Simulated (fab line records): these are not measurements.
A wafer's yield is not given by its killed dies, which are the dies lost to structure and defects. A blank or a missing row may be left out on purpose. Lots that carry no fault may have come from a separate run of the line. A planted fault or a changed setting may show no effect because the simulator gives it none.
A lot that was struck, set against a sound lot	flow n5_finfet	25 out of 1938 route steps
Sound: these wafers, L115.1, L115.2, L115.3. Wafers L131.1, L131.4, L131.5 were the ones struck. Last of all comes the cause.
Order at every step that has rows: each side's tool, ch and its chambers, its first start. Under that, the readings that differ: sound wafers	struck wafers	difference of the means	sigmas: that difference in standard deviations of wafers without a fault.
alike: readings with means less than 2 such deviations apart, plus words and numbers identical on both sides. not compared: withheld readings, readings lacking a value on some wafer, bounds such as >300 that could conceal the same value, and numbers that have no deviation in the record and whose values overlap.
Wherever a step has rows on one side only, a row that says differs or no value, or a row with sigmas, the two part there. Numbers that have no deviation but don't overlap get no sigmas and don't part them. Lack of a reading on every wafer of one side parts them only where that side has two or more wafers.

first, 11 steps without rows for these wafers: N5_BEOL_M0_SAQP_MANDREL_ETCH_103 (etches a-Si in HBr/Cl2, stops on SiCN, target depth 45 nm, bt time 10 s, time 27 s); N5_BEOL_M0_SAQP_RECESS_104 (chemistry HF/NH3, target SiO2, target depth 18 nm, afs cycles 3, sublimation time 60 s); N5_BEOL_M0_SAQP_COAT_105 (time 60 s, resist thk 100 nm); N5_BEOL_M0_SAQP_ETCH_106 (etches SOC in N2/H2, stops on SiNx, target depth 150 nm); N5_BEOL_M0_SAQP_ETCH_107 (etches SiNx in CH3F/O2, target depth 30 nm); N5_BEOL_M0_SAQP_STRIP_108 (strips in N2/H2); N5_BEOL_M0_SAQP_RECESS_109 (chemistry HF/NH3, target SiO2, target depth 3 nm, afs cycles 1, sublimation time 60 s); N5_BEOL_M0_SAQP_SPACER2_ALD_26 (deposits SiO2, target thk 15 nm, pulse time 1 s, purge time 2 s); N5_BEOL_M0_SAQP_SPACER2_ETCHBACK_27 (etches SiO2 in CHF3/O2, target depth 22.5 nm, time 11.25 s); N5_BEOL_M0_SAQP_MANDREL2_REMOVE_110 (chemistry HBr/Cl2/O2, target a-Si, stops on SiCN, bt time 10 s); N5_BEOL_M0_SAQP_COAT_69 (time 60 s, resist thk 90 nm).
N5_BEOL_M0_SAQP_COAT_72: time 60 s, resist thk 15 nm.
  sound on litho_track-01 ch 0, day 6 03:46; struck on litho_track-01 ch 0, day 9 19:58
reading	sound	struck	difference	sigmas
spin_speed_rpm (rpm)	1498.2 1499.5 1501.4	1345.3 1344.8 1345.6	-154.5	-99 or more
model.SiARC_of_BEOL_M0_SAQP_COAT_72.thk_nm (nm)	15 15 15	15.8 15.8 15.8	+0.8	
then, 9 steps without rows for these wafers: N5_BEOL_M0_SAQP_COAT_87 (time 60 s, resist thk 5 nm); N5_BEOL_M0_SAQP_COAT_34 (resist thk 30 nm); N5_BEOL_M0_SAQP_EBR_36; N5_BEOL_M0_SAQP_SOFTBAKE_35 (time 60 s); N5_BEOL_M0_SAQP_EXPOSE_37 (exposes mask M0 CUT1, target cd 30 nm); N5_BEOL_M0_SAQP_PEB_38 (peb time 60 s); N5_BEOL_M0_SAQP_DEVELOP_39 (develop time 30 s); N5_BEOL_M0_SAQP_DESCUM_45 (chemistry O2, time 7 s); N5_BEOL_M0_SAQP_ETCH_88 (etches underlayer in N2/H2, target depth 6.5 nm, time 5.2 s).
N5_BEOL_M0_SAQP_ETCH_73: etches SiARC in CF4, target depth 19.5 nm, time 32.5 s.
  sound on rie_diel-04 ch 0,1,3, day 6 04:20; struck on rie_diel-03 ch 1,2,3, day 9 20:32
reading	sound	struck	difference	sigmas
etch_rf_on_time_s (s)	32.4 33.1 32.9	35.5 33.6 35.6	+2.1	+2
model.etch.depth_nm (nm)	15.04 15.1 15.07	15.86 15.84 15.85	+0.78	
  alike: drypump_motor_current_A, oes_product_au, rf_vpp_V, showerhead_plenum_p_Torr, throttle_valve_pct
  not compared: rf_hours_counter_h
N5_BEOL_M0_SAQP_CUT_ETCH_46: etches SOC in N2/H2, target depth 135 nm, overetch 27 nm, time 202.5 s.
  sound on rie_diel-04 ch 0,1,3, day 6 04:22; struck on rie_diel-03 ch 1,2,3, day 9 20:34
  alike: drypump_motor_current_A, rf_vpp_V, showerhead_plenum_p_Torr, throttle_valve_pct
  not compared: rf_hours_counter_h, model.SiARC_of_BEOL_M0_SAQP_COAT_72.thk_nm
then, 1 step without rows for these wafers: N5_BEOL_M0_SAQP_STRIP_74 (strips in N2/H2).
-- record jumps: 2 days separate the struck wafers' starts on either side; left off in module BEOL_M0_SAQP, taken up again in module BEOL_M4, whose first shown step is the route's number 1111 --
N5_BEOL_M4_RC_MEAS_101:
  sound on prober-01 ch 0, day 8 07:13; struck on prober-02 ch 0, day 12 01:07
  alike: DIBL_N, DIBL_P, IOFF_N, IOFF_P, ION_N, ION_P, SS_N, SS_P, VT_N, VT_P

== WHERE THEY PART ==
Last at N5_BEOL_M0_SAQP_ETCH_73 as far as this record goes, first at N5_BEOL_M0_SAQP_COAT_72. Later steps at which nothing parts them and some readings are alike: N5_BEOL_M0_SAQP_CUT_ETCH_46, N5_BEOL_M4_RC_MEAS_101.

WHY: the cause the simulator had injected
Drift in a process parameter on litho_track-01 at N5_BEOL_M0_SAQP_COAT_72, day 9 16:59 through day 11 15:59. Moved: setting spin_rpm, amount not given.
